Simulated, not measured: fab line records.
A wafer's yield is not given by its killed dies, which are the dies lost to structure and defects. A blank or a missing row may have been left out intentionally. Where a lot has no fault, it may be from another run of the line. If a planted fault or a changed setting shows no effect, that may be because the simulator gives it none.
A struck lot beside a sound one + flow n5-finfet + 15 steps out of a route of 1938
Sound: the wafers L106.2, L106.3, L106.6. Struck: wafer L112.1 (L112.2, L112.5, from the same lot, were not struck and are left out); the cause is given at the end.
Per side, at each step with rows, come the tool, then ch with its chambers, and then its first start. Under that, the readings that differ: sound wafers + struck wafers + difference of the means + sigmas: that difference in standard deviations of wafers without a fault.
alike: same words and numbers on both sides, and readings whose means sit less than 2 such deviations apart. not compared: any withheld reading, any reading some wafer has no value for, any bound like >300 that may hide the same value, and any number with overlapping values for which the record gives no deviation.
Wherever a step has rows on one side only, a row that says differs or no value, or a row with sigmas, the two part there. Numbers that don't overlap but have no deviation are shown without sigmas and don't part them. A reading missing from all wafers of one side parts the sides only when that side holds two or more wafers.

first, 10 steps without rows for these wafers: N5_FIN_CUT_DESCUM_13 (chemistry O2, time 7 s); N5_FIN_CUT_ETCH_30 (etches underlayer in N2/H2, target depth 13 nm, time 10.4 s); N5_FIN_CUT_ETCH_20 (etches SiARC in CF4, target depth 26 nm, time 43.3 s); N5_FIN_CUT_ETCH_21 (etches SOC in N2/H2, target depth 219 nm, overetch 43.8 nm, time 523.5 s); N5_FIN_CUT_STRIP_23 (strips in N2/H2); N5_FIN_CUT_STRIP_31 (strips in N2/H2); N5_FIN_CUT_STRIP_24 (strips in CF4); N5_FIN_CUT_CUT_ETCH_26 (etches SiNx in CH3F/O2, target depth 39 nm, time 55.7 s); N5_FIN_CUT_CUT_ETCH_27 (etches SiO2 in CHF3/O2, target depth 4 nm, overetch 2 nm, time 4.9 s); N5_FIN_CUT_PRECLEAN_35 (cleans in vHF, time 13.3 s).
N5_FIN_CUT_CUT_ETCH_15: etches Si in HBr/Cl2/O2, target depth 100 nm, bt time 10 s, time 42.4 s.
  sound on rie-si-06 ch 1,3, day 3 17:11; struck on rie-si-06 ch 3, day 5 04:32
| reading                                  | sound             | struck | difference | sigmas |
|------------------------------------------|-------------------|--------|------------|--------|
| oes-product-au (a.u.)                    | 0.994 1.001 0.993 | 0.961  | -0.035     | -3     |
| model.FIN_CUT.feature-depth-nm (nm)      | 101.4 100.2 101   | 70.4   | -30.5      |        |
| model.etch.depth-nm (nm)                 | 101.4 100.3 100.9 | 70.36  | -30.51     |        |
| model.SOC_of_FIN_CUT_COAT_18.thk-nm (nm) | 170.2 170.6 170.2 | 182.2  | +11.9      |        |
  alike: drypump-motor-current-A, throttle-valve-pct
  not compared: rf-hours-counter-h
N5_FIN_CUT_CUT_ETCH_28: etches Si in HBr/Cl2/O2, target depth 6 nm, time 2.4 s.
  sound on rie-si-06 ch 1,3, day 3 17:14; struck on rie-si-06 ch 3, day 5 04:36
| reading                                  | sound           | struck | difference | sigmas |
|------------------------------------------|-----------------|--------|------------|--------|
| model.SOC_of_FIN_CUT_COAT_18.thk-nm (nm) | 168.4 169 168.4 | 180.4  | +11.8      |        |
  alike: drypump-motor-current-A, oes-product-au, throttle-valve-pct
  not compared: rf-hours-counter-h
then, 1 step without rows for these wafers: N5_FIN_CUT_STRIP_22 (strips in N2/H2).
-- the record jumps here: 6 days lie between the struck wafers' starts before and after (it left off in module FIN_CUT and takes up again in module BEOL_M4, whose first step shown is number 1111 of the route) --
N5_BEOL_M4_RC_MEAS_101:
  sound on prober-02 ch 0, day 10 10:23; struck on prober-02 ch 0, day 11 09:22
  alike: DIBL_N, DIBL_P, IOFF_N, IOFF_P, ION_N, ION_P, SS_N, SS_P, VT_N, VT_P
-- record jumps: 5 days separate the struck wafers' starts on either side; left off in module BEOL_M4, taken up again in module PASSIVATION, whose first shown step is the route's number 1936 --
N5_PASSIVATION_PROBE_49:
  record: rows for the struck wafers here (prober-01, day 15 21:25), none for the sound ones

WHERE THEY PART
At N5_FIN_CUT_CUT_ETCH_15 first; at N5_PASSIVATION_PROBE_49 last (within this record only).

WHY: what had been put in by the simulator
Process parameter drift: rie-si-06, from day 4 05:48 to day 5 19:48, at N5_FIN_CUT_CUT_ETCH_15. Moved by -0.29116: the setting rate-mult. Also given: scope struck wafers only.
